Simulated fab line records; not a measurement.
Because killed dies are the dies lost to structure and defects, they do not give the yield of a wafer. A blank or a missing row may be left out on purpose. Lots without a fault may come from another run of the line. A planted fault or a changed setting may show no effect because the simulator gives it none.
Matching of chambers / flow n5 finfet / 4 sister chambers for N5_BEOL_M0_CUTY_DESCUM_61 on rie diel-02
The step chemistry O2, time 7.9 s. 16 wafers are shown with their chamber, then 8 later ones without.

WAFERS WITH THEIR CHAMBER
wafer=L074.1; chamber=2; drypump motor current A (A)=6.0; showerhead plenum p Torr (Torr)=2.21; throttle valve pct (%)=20.26
wafer=L074.3; chamber=1; drypump motor current A (A)=6.2; showerhead plenum p Torr (Torr)=1.98; throttle valve pct (%)=20.57
wafer=L074.5; chamber=2; drypump motor current A (A)=6.0; showerhead plenum p Torr (Torr)=2.21; throttle valve pct (%)=20.27
wafer=L077.2; chamber=0; drypump motor current A (A)=6.4; showerhead plenum p Torr (Torr)=2.00; throttle valve pct (%)=20.53
wafer=L077.4; chamber=0; drypump motor current A (A)=6.4; showerhead plenum p Torr (Torr)=2.00; throttle valve pct (%)=20.53
wafer=L077.5; chamber=3; drypump motor current A (A)=6.4; showerhead plenum p Torr (Torr)=2.13; throttle valve pct (%)=20.34
wafer=L079.1; chamber=1; drypump motor current A (A)=6.2; showerhead plenum p Torr (Torr)=2.24; throttle valve pct (%)=20.15
wafer=L079.2; chamber=0; drypump motor current A (A)=6.4; showerhead plenum p Torr (Torr)=2.00; throttle valve pct (%)=20.54
wafer=L079.6; chamber=0; drypump motor current A (A)=6.4; showerhead plenum p Torr (Torr)=2.00; throttle valve pct (%)=20.56
wafer=L083.1; chamber=2; drypump motor current A (A)=6.0; showerhead plenum p Torr (Torr)=2.20; throttle valve pct (%)=20.30
wafer=L083.2; chamber=3; drypump motor current A (A)=6.4; showerhead plenum p Torr (Torr)=2.12; throttle valve pct (%)=20.37
wafer=L083.4; chamber=3; drypump motor current A (A)=6.3; showerhead plenum p Torr (Torr)=2.12; throttle valve pct (%)=20.36
wafer=L095.2; chamber=3; drypump motor current A (A)=6.4; showerhead plenum p Torr (Torr)=2.11; throttle valve pct (%)=20.40
wafer=L095.5; chamber=0; drypump motor current A (A)=6.3; showerhead plenum p Torr (Torr)=1.99; throttle valve pct (%)=20.61
wafer=L095.6; chamber=1; drypump motor current A (A)=6.2; showerhead plenum p Torr (Torr)=2.23; throttle valve pct (%)=20.23
wafer=L094.3; chamber=1; drypump motor current A (A)=6.2; showerhead plenum p Torr (Torr)=2.23; throttle valve pct (%)=20.23

SIGNATURES, as means of the wafers listed above
reading=drypump motor current A; chamber 0=6.380; chamber 1=6.200; chamber 2=6.000; chamber 3=6.375; scatter within a chamber=0.0359
reading=showerhead plenum p Torr; chamber 0=1.9980; chamber 1=2.1700; chamber 2=2.2067; chamber 3=2.1200; scatter within a chamber=0.0636
reading=throttle valve pct; chamber 0=20.5540; chamber 1=20.2950; chamber 2=20.2767; chamber 3=20.3675; scatter within a chamber=0.0968
Rule: for a wafer and a chamber, the distance is found by dividing, reading by reading, the gap between the wafer's reading and the chamber's mean by the reading's scatter, squaring, summing and taking the root. If the next closest chamber is less than 2 further off than the closest, the wafer can't be placed; otherwise it belongs to the closest. The scatter: the root of (the sum of the squares of (reading less its chamber's mean) over the shown wafers, divided by (wafers less chambers)).

WAFERS MISSING THEIR CHAMBER
wafer=L094.4; drypump motor current A (A)=6.3; showerhead plenum p Torr (Torr)=2.11; throttle valve pct (%)=20.42
wafer=L094.5; drypump motor current A (A)=6.4; showerhead plenum p Torr (Torr)=2.11; throttle valve pct (%)=20.40
wafer=L090.1; drypump motor current A (A)=6.0; showerhead plenum p Torr (Torr)=2.19; throttle valve pct (%)=20.35
wafer=L090.3; drypump motor current A (A)=6.4; showerhead plenum p Torr (Torr)=2.11; throttle valve pct (%)=20.39
wafer=L090.6; drypump motor current A (A)=6.0; showerhead plenum p Torr (Torr)=2.18; throttle valve pct (%)=20.35
wafer=L091.1; drypump motor current A (A)=6.3; showerhead plenum p Torr (Torr)=2.11; throttle valve pct (%)=20.41
wafer=L091.2; drypump motor current A (A)=6.4; showerhead plenum p Torr (Torr)=1.99; throttle valve pct (%)=20.63
wafer=L091.3; drypump motor current A (A)=6.2; showerhead plenum p Torr (Torr)=2.23; throttle valve pct (%)=20.23

EACH ONE'S CHAMBER
wafer=L094.4; from the rows above=can't be placed: 3 or 0 or 1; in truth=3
wafer=L094.5; from the rows above=can't be placed: 3 or 0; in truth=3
wafer=L090.1; from the rows above=2; in truth=2
wafer=L090.3; from the rows above=can't be placed: 3 or 0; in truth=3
wafer=L090.6; from the rows above=2; in truth=2
wafer=L091.1; from the rows above=can't be placed: 3 or 1 or 0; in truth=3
wafer=L091.2; from the rows above=0; in truth=0
wafer=L091.3; from the rows above=1; in truth=1
Correct placement for 4 of the 8. These rows do not allow placing 4 (true chamber among the candidates in 4). Wrongly placed: 0.
